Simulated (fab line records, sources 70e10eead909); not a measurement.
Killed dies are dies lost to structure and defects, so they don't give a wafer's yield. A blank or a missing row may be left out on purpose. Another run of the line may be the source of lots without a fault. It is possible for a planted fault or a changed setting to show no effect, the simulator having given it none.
Matching of chambers | flow nand harc | NHARC_P_ZERO_WELL_ETCH_65 on rie diel-07: 4 sister chambers
The step etches the open film in N2/H2, target depth 80 nm, overetch 24 nm, time 87.88 s. 4 wafers are shown with their chamber, then 11 later ones without.

WAFERS, EACH WITH ITS CHAMBER
wafer  | chamber | drypump motor current A (A)
L080.5 | 2       | 5.5
L084.1 | 1       | 5.2
L087.4 | 3       | 5.2
L088.3 | 0       | 6.0

WAFERS WITHOUT THEIR CHAMBER
wafer  | drypump motor current A (A)
L088.4 | 5.5
L088.5 | 6.0
L091.1 | 5.2
L091.3 | 5.5
L091.6 | 5.2
L093.1 | 6.0
L093.2 | 5.5
L093.4 | 5.2
L094.2 | 5.1
L094.3 | 6.0
L094.6 | 5.5

THE CHAMBER EACH PASSED THROUGH
wafer  | from the rows above     | in truth
L088.4 | 2                       | 2
L088.5 | 0                       | 0
L091.1 | can't be placed: 1 or 3 | 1
L091.3 | 2                       | 2
L091.6 | can't be placed: 1 or 3 | 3
L093.1 | 0                       | 0
L093.2 | 2                       | 2
L093.4 | can't be placed: 1 or 3 | 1
L094.2 | can't be placed: 1 or 3 | 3
L094.3 | 0                       | 0
L094.6 | 2                       | 2
Placed correctly: 7 of 11. Cannot be placed on the basis of these rows: 4; the candidates contain the true chamber in 4. Number placed wrongly: 0.
How it was worked out, from the rows above alone: a wafer's distance from a chamber is the root of the sum, over the readings, of the square of ((its reading less the chamber's mean) divided by the reading's scatter). The wafer belongs to the nearest chamber; if the next one is less than 2 further off, it can't be placed. A chamber's mean is the mean of its shown wafers. The scatter (one wafer shown for each chamber): square how far every hidden wafer sits from the nearest shown wafer, average those squares and take the square root.
